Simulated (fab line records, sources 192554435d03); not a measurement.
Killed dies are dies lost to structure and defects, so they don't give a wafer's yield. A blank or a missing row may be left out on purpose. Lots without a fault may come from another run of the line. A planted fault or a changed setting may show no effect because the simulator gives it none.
Which tool did it? | flow n5_finfet | 22 lots, 66 wafers sampled, at 1 step of a route of 1938

WHAT THE GAUGES READ, wafer by wafer
N5_BEOL_M2_OVL_MEAS_12. Usual: M2_OVL 0.2 nm, standard deviation 0.57.
lot  | measured     | on         | M2_OVL (nm)    | flag
L074 | day 6 11:14  | overlay-01 | -0.5 -0.9 -0.5 |
L075 | day 6 22:47  | overlay-01 | 0.4 1.1 0.3    |
L077 | day 7 06:08  | overlay-02 | 0.6 0.8 0.3    |
L076 | day 7 06:17  | overlay-02 | 1.0 0.3 0.4    |
L078 | day 7 11:58  | overlay-01 | -0.7 0.4 0.2   |
L079 | day 7 18:05  | overlay-01 | -0.8 0.3 -0.5  |
L081 | day 8 06:18  | overlay-01 | 0.3 -0.1 -1.0  |
L080 | day 8 06:25  | overlay-02 | 0.7 -0.1 0.1   |
L082 | day 8 08:32  | overlay-02 | -0.1 -0.5 0.0  |
L084 | day 9 03:32  | overlay-01 | 0.4 0.0 0.6    |
L085 | day 9 06:48  | overlay-02 | 0.1 0.9 1.5    |
L087 | day 10 02:11 | overlay-01 | -0.3 -0.5 0.6  |
L088 | day 10 03:25 | overlay-02 | 0.9 0.7 -0.1   |
L086 | day 10 03:40 | overlay-01 | 0.1 -0.5 -0.8  |
L089 | day 10 08:33 | overlay-01 | 0.7 -0.1 0.0   |
L090 | day 10 09:23 | overlay-01 | 0.2 -0.1 -0.3  |
L091 | day 10 18:32 | overlay-02 | -0.4 0.7 0.1   |
L092 | day 11 01:53 | overlay-02 | -0.7 -0.4 -0.1 |
L093 | day 11 05:32 | overlay-01 | -1.1 -0.1 -0.7 |
L094 | day 11 15:25 | overlay-01 | 0.8 0.3 0.5    |
L095 | day 12 03:10 | overlay-01 | 0.4 0.2 0.3    |
L097 | day 12 05:53 | overlay-01 | 0.3 0.2 0.0    |

WHICH TOOL RAN EACH LOT (tool, then ch and the chambers of the sampled wafers, then the start)
The record holds no process step before these readings.

WHAT THE TOOLS THEMSELVES READ (means of the sampled wafers that have a number; where no wafer has one, the mark that the record gives instead)
The record holds no such reading with a usual standard deviation.

THE ANSWER, worked out from the rows above alone
Rule: a lot is off if the mean of its wafers that have a number lies more than 3 standard deviations from the usual mean. A lot without any number at a reading at which 4 lots or more have one is off too. The other lots that the step has rows for count as sound. The gauges are gone through in route order, then the tools' own readings, and for those a lot's mean is taken as printed above. The first step at which some lot is off is used, and at that step the reading that is off furthest; a lot without a number counts as furthest.
No lot is off at any reading shown: from this, nothing can be told.

WHAT THE SIMULATOR HAD PUT IN
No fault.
